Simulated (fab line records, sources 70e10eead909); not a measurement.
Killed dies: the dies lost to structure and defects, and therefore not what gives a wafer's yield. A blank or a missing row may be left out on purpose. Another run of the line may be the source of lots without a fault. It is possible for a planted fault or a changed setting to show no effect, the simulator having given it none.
Matching of chambers ; flow nandHarc ; rieDiel-07 running NHARC_P_M2_ETCH_35: 4 sister chambers
The step etches the open film in N2/H2, target depth 40 nm, overetch 12 nm, time 43.94 s. 7 wafers are shown with their chamber, then 7 later ones without.

## WAFERS, EACH WITH ITS CHAMBER
wafer;chamber;showerheadPlenumPTorr (Torr);oesProductAu (a.u.)
L080.2;0;2.10;0.999
L081.2;3;2.18;0.981
L084.3;2;2.10;0.996
L084.4;0;2.10;0.999
L084.5;1;2.18;1.006
L087.1;2;2.10;0.996
L087.3;1;2.17;1.004

## WAFERS WITH NO CHAMBER GIVEN
wafer;showerheadPlenumPTorr (Torr);oesProductAu (a.u.)
L087.6;2.09;1.009
L090.2;2.17;1.007
L090.5;2.09;1.011
L090.6;2.17;1.006
L097.2;2.17;0.986
L097.5;2.09;0.997
L097.6;2.17;0.992

## CHAMBER TAKEN BY EACH
wafer;from the rows above;in truth
L087.6;0;0
L090.2;1;1
L090.5;0;0
L090.6;1;1
L097.2;3;3
L097.5;can't be placed: 2 or 0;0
L097.6;3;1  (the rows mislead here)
Correct placement for 5 of the 7. Not placeable from these rows: 1 (in 1, the candidates include the true chamber). Placed wrongly: 1.
How it was worked out, from the rows above alone: a wafer's distance from a chamber is the root of the sum, over the readings, of the square of ((its reading less the chamber's mean) divided by the reading's scatter). The wafer belongs to the nearest chamber; if the next one is less than 2 further off, it can't be placed. Each chamber's mean is taken over the wafers shown for it. The scatter is the square root of a quotient: the sum, over the shown wafers, of each reading's squared deviation from its chamber's mean, divided by wafers minus chambers.
